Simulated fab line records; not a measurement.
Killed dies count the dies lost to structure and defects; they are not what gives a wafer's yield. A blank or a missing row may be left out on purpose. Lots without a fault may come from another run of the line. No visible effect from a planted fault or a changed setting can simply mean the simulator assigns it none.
Check for tools in common :: flow nandHarc :: Sample size 4 lots and 11 wafers

REASON FOR OPENING
Flagged at NHARC_END_SORT_01: reading killedAtArray, on 3 of 4 lots. No-fault wafers: 62, standard deviation 16.
Rule: a lot is flagged in two cases, either no wafer of it has a number, or all its wafers with numbers fall more than 4 standard deviations from that mean. As for the other lots, they are considered sound.

lot: L959
measured: day 29 01:47
on: prober-01
killedAtArray, wafer by wafer: 63 65
flag: 

lot: L967
measured: day 30 21:46
on: prober-02
killedAtArray, wafer by wafer: 674 674 674
flag: FLAGGED

lot: L966
measured: day 31 12:14
on: prober-01
killedAtArray, wafer by wafer: 670 672 672
flag: FLAGGED

lot: L968
measured: day 32 13:49
on: prober-01
killedAtArray, wafer by wafer: 676 675 676
flag: FLAGGED
Average over the flagged lots: 674; offset from the usual +612, equal to +38 standard deviations.

WHICH TOOL EACH LOT WENT THROUGH
Before the reading, the record contains 4 process steps out of a 1302-step route. Read each cell as the tool, then ch plus the chambers that the sampled wafers visited, then the start.
lot: L959
flag: 
NHARC_A_STAIRCASE_ETCH_452: rieDiel-11 ch 0,3, day 21 03:40 or earlier
NHARC_A_STAIRCASE_DEP_301: pecvd-04 ch 0,1,2, day 21 03:40
NHARC_A_STAIRCASE_ALD_420: aldHk-01 ch 0,1,2, day 21 11:17
NHARC_A_STAIRCASE_DEP_325: pecvd-02 ch 0,2, day 22 12:50

lot: L967
flag: FLAGGED
NHARC_A_STAIRCASE_ETCH_452: rieDiel-11 ch 0,1,2, day 23 19:28 or earlier
NHARC_A_STAIRCASE_DEP_301: pecvd-02 ch 0,2, day 23 19:28
NHARC_A_STAIRCASE_ALD_420: aldHk-01 ch 0,1,2, day 24 03:44
NHARC_A_STAIRCASE_DEP_325: pecvd-01 ch 0,1, day 25 00:29

lot: L966
flag: FLAGGED
NHARC_A_STAIRCASE_ETCH_452: rieDiel-11 ch 0,2,3, day 23 15:15 or earlier
NHARC_A_STAIRCASE_DEP_301: pecvd-04 ch 1,2, day 23 15:15
NHARC_A_STAIRCASE_ALD_420: aldHk-03 ch 0,2, day 23 23:11
NHARC_A_STAIRCASE_DEP_325: pecvd-04 ch 0,2, day 25 00:29

lot: L968
flag: FLAGGED
NHARC_A_STAIRCASE_ETCH_452: rieDiel-04 ch 0,1,2, day 24 19:55 or earlier
NHARC_A_STAIRCASE_DEP_301: pecvd-02 ch 1,2, day 24 19:55
NHARC_A_STAIRCASE_ALD_420: aldHk-02 ch 1,2,3, day 25 04:08
NHARC_A_STAIRCASE_DEP_325: pecvd-02 ch 0,2, day 26 09:19
These steps, and what they do:
- NHARC_A_STAIRCASE_ETCH_452: etches the open film in CF4/O2, target depth 30 nm, overetch 3 nm, time 16.5 s.
- NHARC_A_STAIRCASE_DEP_301: deposits SiON, target thk 30 nm.
- NHARC_A_STAIRCASE_ALD_420: deposits SiO2, target thk 20 nm, pulse time 6 s, ald cycles 200.
- NHARC_A_STAIRCASE_DEP_325: deposits SiO2, target thk 7200 nm.
- NHARC_END_SORT_01

FLAGGED OVER TOTAL, TOOL BY TOOL (the gauges that took the reading come last)
step: NHARC_A_STAIRCASE_ETCH_452
tool: rieDiel-04
lots run: 1
flagged: 1
share of the flagged lots: some
sound lots run after its first flagged lot: 0

step: NHARC_A_STAIRCASE_ETCH_452
tool: rieDiel-11
lots run: 3
flagged: 2
share of the flagged lots: some
sound lots run after its first flagged lot: 0

step: NHARC_A_STAIRCASE_DEP_301
tool: pecvd-02
lots run: 2
flagged: 2
share of the flagged lots: some
sound lots run after its first flagged lot: 0

step: NHARC_A_STAIRCASE_DEP_301
tool: pecvd-04
lots run: 2
flagged: 1
share of the flagged lots: some
sound lots run after its first flagged lot: 0

step: NHARC_A_STAIRCASE_ALD_420
tool: aldHk-01
lots run: 2
flagged: 1
share of the flagged lots: some
sound lots run after its first flagged lot: 0

step: NHARC_A_STAIRCASE_ALD_420
tool: aldHk-02
lots run: 1
flagged: 1
share of the flagged lots: some
sound lots run after its first flagged lot: 0

step: NHARC_A_STAIRCASE_ALD_420
tool: aldHk-03
lots run: 1
flagged: 1
share of the flagged lots: some
sound lots run after its first flagged lot: 0

step: NHARC_A_STAIRCASE_DEP_325
tool: pecvd-01
lots run: 1
flagged: 1
share of the flagged lots: some
sound lots run after its first flagged lot: 0

step: NHARC_A_STAIRCASE_DEP_325
tool: pecvd-02
lots run: 2
flagged: 1
share of the flagged lots: some
sound lots run after its first flagged lot: 0

step: NHARC_A_STAIRCASE_DEP_325
tool: pecvd-04
lots run: 1
flagged: 1
share of the flagged lots: some
sound lots run after its first flagged lot: 0

step: NHARC_END_SORT_01
tool: prober-01
lots run: 3
flagged: 2
share of the flagged lots: some
sound lots run after its first flagged lot: 0

step: NHARC_END_SORT_01
tool: prober-02
lots run: 1
flagged: 1
share of the flagged lots: some
sound lots run after its first flagged lot: 0
With no start given for some of its lots, NHARC_A_STAIRCASE_ETCH_452 uses the hours and lot order of NHARC_A_STAIRCASE_DEP_301.

WHAT THE TABLE PERMITS
No row of the table ran every flagged lot.

WHAT THE SIMULATOR PUT IN
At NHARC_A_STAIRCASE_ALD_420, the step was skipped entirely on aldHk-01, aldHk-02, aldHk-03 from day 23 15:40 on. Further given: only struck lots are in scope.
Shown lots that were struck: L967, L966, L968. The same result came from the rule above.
